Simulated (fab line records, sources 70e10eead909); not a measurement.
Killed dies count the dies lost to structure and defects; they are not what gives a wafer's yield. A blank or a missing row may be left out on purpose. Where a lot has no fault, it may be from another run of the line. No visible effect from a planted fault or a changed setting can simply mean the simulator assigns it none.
fab line records | flow nandHarc
[record] lots = 6 | wafers = 18 | lastDay = 33
route steps=1302 shown A_ONON_D2@554 END@1302
lots with no fault: from the same line, run without faults
startH: the number of hours between the record's first day and the start of the first shown wafer of the lot | waitH: hours since the lot's step before | " the same as in the row above | L1.1+2: one row covering several wafers at once | - no value present, or no start provided | * or withheld: withheld | < > ~ a bound
route shown NAME@n: NAME is a module with steps in the file, n the number in the route of the first one | usual: the fault-free wafers' mean and standard deviation | same: alike in all rows | chamber/n: place in a boat | sites: the reading at each site | _std_site: standard deviation across them | _edge_site: mean of outer sites minus mean of inner sites | radiusMm: for every site, how far away it sits from the centre of the wafer | mask NAME#n: copy n | behind: the tool/chamber that last shaped the wafer | hold: why the lot was held/for how many hours/how that ended | device: which transistor (n, p or np) failed to switch | end of line: at the end of the route, the tests of the same wafers | step lacking rows: just its recipe | killed: dies lost to structure and defects at the first sort, not the wafer's yield | map: a wafer's dies, x killed, . not, _ none there
set.NAME: the setting as run; set.NAME@STEP: as run at that earlier step | model.NAME: the simulator's own value behind a step, which no gauge read
lots seen at some steps along the route; tables by step, rows by wafer
services: the hour from which a tool's chamber was out of use, counted from the record's first day as startH (under 0 if before that day), plus the number of hours and why
[[steps]]
[step NHARC_A_ONON_D2_THK_MEAS_14]
[recipe] thkMeasGauge = ellipsometry
[usual] thkNm = 999/8.3
lot.wafer | tool         | chamber | startH | waitH | thkNm
L827.1    | filmMetro-01 | -       | 272.81 | -     | 1016
L827.2    | "            | -       | "      | "     | 1016
L827.6    | "            | -       | "      | "     | 1016
L829.2    | filmMetro-01 | -       | 286.71 | -     | 990
L829.3    | "            | -       | "      | "     | 987
L829.6    | "            | -       | "      | "     | 987
L831.3    | filmMetro-02 | -       | 307.87 | -     | 988
L831.4    | "            | -       | "      | "     | 986
L831.6    | "            | -       | "      | "     | 988
L830.1    | filmMetro-01 | -       | 307.88 | -     | 995
L830.3    | "            | -       | "      | "     | 995
L830.6    | "            | -       | "      | "     | 996
L842.1    | filmMetro-01 | -       | 433.96 | -     | 1014
L842.3    | "            | -       | "      | "     | 1014
L842.5    | "            | -       | "      | "     | 1016
L849.3    | filmMetro-02 | -       | 505.61 | -     | 998
L849.4    | "            | -       | "      | "     | 998
L849.6    | "            | -       | "      | "     | 997
[step NHARC_A_ONON_D2_ANNEAL_15]
[recipe] tempC = 750 | timeS = 3600
[step NHARC_A_ONON_D2_DEP_16]
[recipe] targetThkA = 10000 | n2FlowSccm = 2750 | n2oFlowSccm = 2000 | nh3FlowSccm = 500 | sih4FlowSccm = 210 | tempC = 400
[step NHARC_A_ONON_D2_THK_MEAS_18]
[recipe] thkMeasGauge = ellipsometry
[usual] thkNm = 1000/8.3
lot.wafer | tool         | chamber | startH | waitH | thkNm
L827.1    | filmMetro-01 | -       | 282.61 | -     | 997
L827.2    | "            | -       | "      | "     | 999
L827.6    | "            | -       | "      | "     | 1000
L829.2    | filmMetro-02 | -       | 294.48 | -     | 980
L829.3    | "            | -       | "      | "     | 981
L829.6    | "            | -       | "      | "     | 980
L831.3    | filmMetro-01 | -       | 315.59 | -     | 1008
L831.4    | "            | -       | "      | "     | 1009
L831.6    | "            | -       | "      | "     | 1008
L830.1    | filmMetro-02 | -       | 315.59 | -     | 1014
L830.3    | "            | -       | "      | "     | 1016
L830.6    | "            | -       | "      | "     | 1015
L842.1    | filmMetro-01 | -       | 441.80 | -     | 986
L842.3    | "            | -       | "      | "     | 985
L842.5    | "            | -       | "      | "     | 983
L849.3    | filmMetro-02 | -       | 513.67 | -     | 1002
L849.4    | "            | -       | "      | "     | 1001
L849.6    | "            | -       | "      | "     | 1000
[step NHARC_A_ONON_D2_DEP_19]
[recipe] targetThkA = 10000 | n2FlowSccm = 2750 | n2oFlowSccm = 2000 | nh3FlowSccm = 500 | sih4FlowSccm = 210 | tempC = 400
[step NHARC_A_ONON_D2_THK_MEAS_21]
[recipe] thkMeasGauge = ellipsometry
[usual] thkNm = 1000/10
lot.wafer | tool         | chamber | startH | waitH | thkNm
L827.1    | filmMetro-02 | -       | 283.18 | -     | 990
L827.2    | "            | -       | "      | "     | 991
L827.6    | "            | -       | "      | "     | 989
L829.2    | filmMetro-02 | -       | 295.04 | -     | 1006
L829.3    | "            | -       | "      | "     | 1004
L829.6    | "            | -       | "      | "     | 1006
L831.3    | filmMetro-01 | -       | 316.16 | -     | 998
L831.4    | "            | -       | "      | "     | 1000
L831.6    | "            | -       | "      | "     | 998
L830.1    | filmMetro-02 | -       | 316.16 | -     | 1008
L830.3    | "            | -       | "      | "     | 1007
L830.6    | "            | -       | "      | "     | 1007
L842.1    | filmMetro-02 | -       | 442.36 | -     | 1015
L842.3    | "            | -       | "      | "     | 1015
L842.5    | "            | -       | "      | "     | 1015
L849.3    | filmMetro-02 | -       | 514.23 | -     | 1001
L849.4    | "            | -       | "      | "     | 1002
L849.6    | "            | -       | "      | "     | 1003
[step NHARC_A_ONON_D2_DEP_22]
[recipe] targetThkA = 10000 | n2FlowSccm = 2750 | n2oFlowSccm = 2000 | nh3FlowSccm = 500 | sih4FlowSccm = 210 | tempC = 400
[step NHARC_A_ONON_D2_THK_MEAS_24]
[recipe] thkMeasGauge = ellipsometry
[usual] thkNm = 1002/10
lot.wafer | tool         | chamber | startH | waitH | thkNm
L827.1    | filmMetro-02 | -       | 283.74 | -     | 1002
L827.2    | "            | -       | "      | "     | 1001
L827.6    | "            | -       | "      | "     | 1001
L829.2    | filmMetro-01 | -       | 295.61 | -     | 1006
L829.3    | "            | -       | "      | "     | 1008
L829.6    | "            | -       | "      | "     | 1007
L831.3    | filmMetro-02 | -       | 316.73 | -     | 1018
L831.4    | "            | -       | "      | "     | 1017
L831.6    | "            | -       | "      | "     | 1017
L830.1    | filmMetro-01 | -       | 316.73 | -     | 998
L830.3    | "            | -       | "      | "     | 997
L830.6    | "            | -       | "      | "     | 996
L842.1    | filmMetro-02 | -       | 442.92 | -     | 999
L842.3    | "            | -       | "      | "     | 998
L842.5    | "            | -       | "      | "     | 997
L849.3    | filmMetro-02 | -       | 514.80 | -     | 986
L849.4    | "            | -       | "      | "     | 986
L849.6    | "            | -       | "      | "     | 986
[step NHARC_A_ONON_D2_DEP_25]
[recipe] targetThkA = 10000 | n2FlowSccm = 2750 | n2oFlowSccm = 2000 | nh3FlowSccm = 500 | sih4FlowSccm = 210 | tempC = 400
[step NHARC_A_ONON_D2_THK_MEAS_27]
[recipe] thkMeasGauge = ellipsometry
[usual] thkNm = 1000/9.2
lot.wafer | tool         | chamber | startH | waitH | thkNm
L827.1    | filmMetro-01 | -       | 284.31 | -     | 1008
L827.2    | "            | -       | "      | "     | 1009
L827.6    | "            | -       | "      | "     | 1008
L829.2    | filmMetro-02 | -       | 296.17 | -     | 1010
L829.3    | "            | -       | "      | "     | 1007
L829.6    | "            | -       | "      | "     | 1010
L831.3    | filmMetro-02 | -       | 317.30 | -     | 1006
L831.4    | "            | -       | "      | "     | 1008
L831.6    | "            | -       | "      | "     | 1006
L830.1    | filmMetro-01 | -       | 317.30 | -     | 1026
L830.3    | "            | -       | "      | "     | 1026
L830.6    | "            | -       | "      | "     | 1022
L842.1    | filmMetro-02 | -       | 443.48 | -     | 996
L842.3    | "            | -       | "      | "     | 998
L842.5    | "            | -       | "      | "     | 995
L849.3    | filmMetro-01 | -       | 515.37 | -     | 1001
L849.4    | "            | -       | "      | "     | 1002
L849.6    | "            | -       | "      | "     | 1001
[step NHARC_A_ONON_D2_DEP_28]
[recipe] targetThkA = 10000 | n2FlowSccm = 2750 | n2oFlowSccm = 2000 | nh3FlowSccm = 500 | sih4FlowSccm = 210 | tempC = 400
[step NHARC_A_ONON_D2_THK_MEAS_30]
[recipe] thkMeasGauge = ellipsometry
[usual] thkNm = 1001/8
lot.wafer | tool         | chamber | startH | waitH | thkNm
L827.1    | filmMetro-02 | -       | 284.88 | -     | 1003
L827.2    | "            | -       | "      | "     | 1006
L827.6    | "            | -       | "      | "     | 1003
L829.2    | filmMetro-02 | -       | 296.73 | -     | 1001
L829.3    | "            | -       | "      | "     | 1002
L829.6    | "            | -       | "      | "     | 1002
L831.3    | filmMetro-02 | -       | 317.86 | -     | 1002
L831.4    | "            | -       | "      | "     | 1003
L831.6    | "            | -       | "      | "     | 1001
L830.1    | filmMetro-01 | -       | 317.87 | -     | 1003
L830.3    | "            | -       | "      | "     | 1002
L830.6    | "            | -       | "      | "     | 1003
L842.1    | filmMetro-02 | -       | 444.05 | -     | 991
L842.3    | "            | -       | "      | "     | 990
L842.5    | "            | -       | "      | "     | 990
L849.3    | filmMetro-02 | -       | 515.93 | -     | 1000
L849.4    | "            | -       | "      | "     | 1000
L849.6    | "            | -       | "      | "     | 1001
[step NHARC_A_ONON_D2_DEP_33]
[recipe] targetThkA = 2000 | tempC = 400 | pressureTorr = 6.5 | rfW = 900 | teosFlowSccm = 161.4 | flowSccm = 2650 | targetThkNm = 200 | gas = O2 | material = SiO2
[usual] heaterPowerW = 561/86 | throttleValvePct = 15.8/0.39
lot.wafer | tool     | chamber | startH | waitH | heaterPowerW | throttleValvePct
L827.1    | pecvd-01 | 2       | 284.93 | 0.1   | 509          | 16.0
L827.2    | "        | 1       | "      | "     | 560          | 15.8
L827.6    | "        | 2       | "      | "     | 539          | 15.7
L829.3    | pecvd-04 | 0       | 296.79 | 0.1   | 598          | 16.1
L829.2    | "        | 1       | "      | "     | 587          | 15.9
L829.6    | "        | 2       | "      | "     | 706          | 15.7
L831.3    | pecvd-04 | 1       | 317.92 | 0.1   | 496          | 15.8
L831.4    | "        | 2       | "      | "     | 679          | 15.7
L831.6    | "        | 0       | "      | "     | 480          | 17.6
L830.3    | pecvd-04 | 0       | 318.19 | 0.3   | 534          | 17.4
L830.1    | "        | 2       | "      | "     | 647          | 15.4
L830.6    | "        | 1       | "      | "     | 626          | 15.6
L842.3    | pecvd-03 | 2       | 444.49 | 0.4   | 476          | 15.6
L842.1    | "        | 0       | "      | "     | 619          | 15.0
L842.5    | "        | 0       | "      | "     | 475          | 14.7
L849.3    | pecvd-04 | 2       | 515.99 | 0.1   | 725          | 15.5
L849.4    | "        | 2       | "      | "     | 702          | 15.9
L849.6    | "        | 0       | "      | "     | 581          | 16.0
[step NHARC_A_ONON_D2_THK_MEAS_34]
[recipe] thkMeasGauge = ellipsometry
[usual] thkNm = 200/3.3
lot.wafer | tool         | chamber | startH | waitH | thkNm
L827.1    | filmMetro-02 | -       | 285.35 | -     | 199
L827.2    | "            | -       | "      | "     | 196
L827.6    | "            | -       | "      | "     | 201
L829.2    | filmMetro-02 | -       | 297.20 | -     | 199
L829.3    | "            | -       | "      | "     | 201
L829.6    | "            | -       | "      | "     | 201
L831.3    | filmMetro-01 | -       | 318.33 | -     | 196
L831.4    | "            | -       | "      | "     | 203
L831.6    | "            | -       | "      | "     | 320
L830.1    | filmMetro-01 | -       | 318.60 | -     | 199
L830.3    | "            | -       | "      | "     | 317
L830.6    | "            | -       | "      | "     | 204
L842.1    | filmMetro-02 | -       | 444.86 | -     | 202
L842.3    | "            | -       | "      | "     | 199
L842.5    | "            | -       | "      | "     | 203
L849.3    | filmMetro-02 | -       | 516.41 | -     | 194
L849.4    | "            | -       | "      | "     | 203
L849.6    | "            | -       | "      | "     | 200
[step NHARC_END_SORT_01]
[recipe] tempC = 25
[usual] killedAtArray = 59/19 | killedAtOther = 1.0/1.1 | killedAtPeriphery = 3.8/2.4 | killedDies = 64/19 | killedOpen = 3.3/2 | killedShort = 2.4/1.6
[same] grossDies = 677
lot.wafer | tool      | chamber | startH | waitH | killedAtArray | killedAtOther | killedAtPeriphery | killedDies | killedOpen | killedShort
L827.1    | prober-02 | 0       | 571.38 | 2.5   | 60            | 2             | 3                 | 65         | 1          | 4
L827.2    | prober-02 | 0       | 572.18 | 2.8   | 74            | 0             | 3                 | 77         | 6          | 2
L827.6    | prober-02 | 0       | 575.35 | 4.0   | 67            | 1             | 2                 | 70         | 1          | 2
L830.3    | prober-02 | 0       | 592.60 | 3.1   | 84            | 0             | 1                 | 85         | 1          | 0
L830.6    | prober-02 | 0       | 594.99 | 4.0   | 104           | 1             | 2                 | 107        | 1          | 3
L831.3    | prober-01 | 0       | 604.41 | 3.1   | 48            | 0             | 9                 | 57         | 1          | 7
L831.4    | prober-01 | 0       | 605.21 | 3.4   | 43            | 0             | 3                 | 46         | 0          | 3
L831.6    | prober-01 | 0       | 606.81 | 4.0   | 49            | 0             | 6                 | 55         | 1          | 2
// killed by level:class
L827.1 A_CHANNEL_HOLE_D1:chamberFilmFlake=20 A_SLIT:chamberFilmFlake=16 A_STAIRCASE:chamberFilmFlake=6 A_CHANNEL_HOLE_D2:chamberFilmFlake=5 A_DECK1_JOINT:chamberFilmFlake=3 P_BONDPAD:chamberFilmFlake=2 A_WL_FILL:chamberFilmFlake=2 A_CONTACT:chamberFilmFlake=2
L827.2 A_CHANNEL_HOLE_D1:chamberFilmFlake=29 A_SLIT:chamberFilmFlake=19 A_CHANNEL_HOLE_D2:chamberFilmFlake=6 A_WL_FILL:chamberFilmFlake=4 A_CONTACT:chamberFilmFlake=4 A_STAIRCASE:chamberFilmFlake=3 A_DECK1_JOINT:chamberFilmFlake=3 P_CONTACT:geometricParticle:open=2
L827.6 A_CHANNEL_HOLE_D1:chamberFilmFlake=33 A_SLIT:chamberFilmFlake=15 A_CHANNEL_HOLE_D2:chamberFilmFlake=4 A_WL_FILL:chamberFilmFlake=4 A_DECK1_JOINT:chamberFilmFlake=3 A_STAIRCASE:chamberFilmFlake=3 A_ONON_D1:geometricParticle:open=1 A_ONON_D1:geometricParticle:short=1
L830.3 A_CHANNEL_HOLE_D1:chamberFilmFlake=33 A_CHANNEL_HOLE_D2:chamberFilmFlake=25 A_SLIT:chamberFilmFlake=15 A_CONTACT:chamberFilmFlake=6 A_SGD_CUT:chamberFilmFlake=3 P_CONTACT:geometricParticle:open=1 A_CHANNEL_FILL_D1:chamberFilmFlake=1 A_CHANNEL_FILL_D2:chamberFilmFlake=1
L830.6 A_CHANNEL_HOLE_D2:chamberFilmFlake=42 A_CHANNEL_HOLE_D1:chamberFilmFlake=27 A_SLIT:chamberFilmFlake=21 A_SGD_CUT:chamberFilmFlake=5 A_CONTACT:chamberFilmFlake=2 A_ONON_D1:geometricParticle:short=1 A_CHANNEL_FILL_D1:geometricParticle:short=1 A_SGD_CUT:geometricParticle:short=1
L831.3 A_SLIT:chamberFilmFlake=24 A_CONTACT:chamberFilmFlake=6 P_M1:chamberFilmFlake=5 A_CHANNEL_HOLE_D2:chamberFilmFlake=4 A_CHANNEL_FILL_D1:geometricParticle:short=2 A_CHANNEL_HOLE_D1:chamberFilmFlake=2 A_STAIRCASE:chamberFilmFlake=2 A_BONDPAD:chamberFilmFlake=2
L831.4 A_SLIT:chamberFilmFlake=19 A_CONTACT:chamberFilmFlake=5 A_CHANNEL_HOLE_D2:chamberFilmFlake=4 A_STAIRCASE:chamberFilmFlake=3 P_GATE:chamberFilmFlake=2 A_CHANNEL_HOLE_D1:chamberFilmFlake=2 A_CHANNEL_FILL_D2:chamberFilmFlake=2 A_BONDPAD:chamberFilmFlake=2
L831.6 A_SLIT:chamberFilmFlake=15 A_CHANNEL_HOLE_D2:chamberFilmFlake=12 A_CONTACT:chamberFilmFlake=12 P_M1:chamberFilmFlake=3 A_BONDPAD:chamberFilmFlake=3 A_CHANNEL_FILL_D2:chamberFilmFlake=2 A_ONON_D2:geometricParticle:open=1 A_ONON_D2:geometricParticle:short=1
[[services]]
tool     | chamber | startH | hours | kind
pecvd-01 | 1       | 261.67 | 7.2   | repair
pecvd-04 | -       | 269.04 | 13.0  | pm
pecvd-04 | 0       | 269.04 | 13.0  | ventCycle
pecvd-04 | 1       | 269.04 | 13.0  | ventCycle
pecvd-04 | 2       | 269.04 | 13.0  | ventCycle
pecvd-04 | 0       | 282.04 | -     | clean
pecvd-04 | 1       | 282.04 | -     | clean
pecvd-04 | 2       | 282.04 | -     | clean
pecvd-03 | 1       | 311.20 | 48.7  | repair
pecvd-01 | -       | 312.39 | 13.0  | pm
pecvd-01 | 0       | 312.39 | 13.0  | ventCycle
pecvd-01 | 1       | 312.39 | 13.0  | ventCycle
pecvd-04 | -       | 361.43 | 4.7   | repair
pecvd-03 | -       | 366.41 | 13.0  | pm
pecvd-03 | -       | 404.03 | 4.1   | repair
pecvd-01 | 1       | 408.90 | 5.2   | repair
pecvd-04 | -       | 450.04 | 13.0  | pm
pecvd-04 | 0       | 450.04 | 13.0  | ventCycle
pecvd-04 | 1       | 450.04 | 13.0  | ventCycle
pecvd-04 | 2       | 450.04 | 13.0  | ventCycle
pecvd-04 | 0       | 463.04 | -     | clean
pecvd-04 | 1       | 463.04 | -     | clean
pecvd-04 | 2       | 463.04 | -     | clean
pecvd-01 | -       | 493.39 | 13.0  | pm
[[key]]
[firstSign] step = NHARC_A_ONON_D2_DEP_33 | reading = throttleValvePct | direction = up | sigmas = 4.2 | usual = 15.8 | struck = 17.5
[effect] step = NHARC_A_ONON_D2_THK_MEAS_34 | reading = thkNm | direction = up | sigmas = 36 | usual = 200 | struck = 319
metAt NHARC_A_ONON_D2_DEP_33
struckWafers L830.3,L831.6
testerLeftOut L830,L831
[fault] kind = processParameterDrift | tool = pecvd-04 | chamber = 0 | onsetH = 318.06 | steps = NHARC_A_ONON_D2_DEP_33 | channel = teosFlowSccm | offset = * | shape = step | endH = 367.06 | actsIn = * | stated = *
// testerLeftOut: of these lots the tester's yield and bins aren't shown, on N5 and GAA mostly nor the transistor test; their killed dies are dies lost to structure and defects alone, not to doping, threshold or leakage, so they don't give the yield
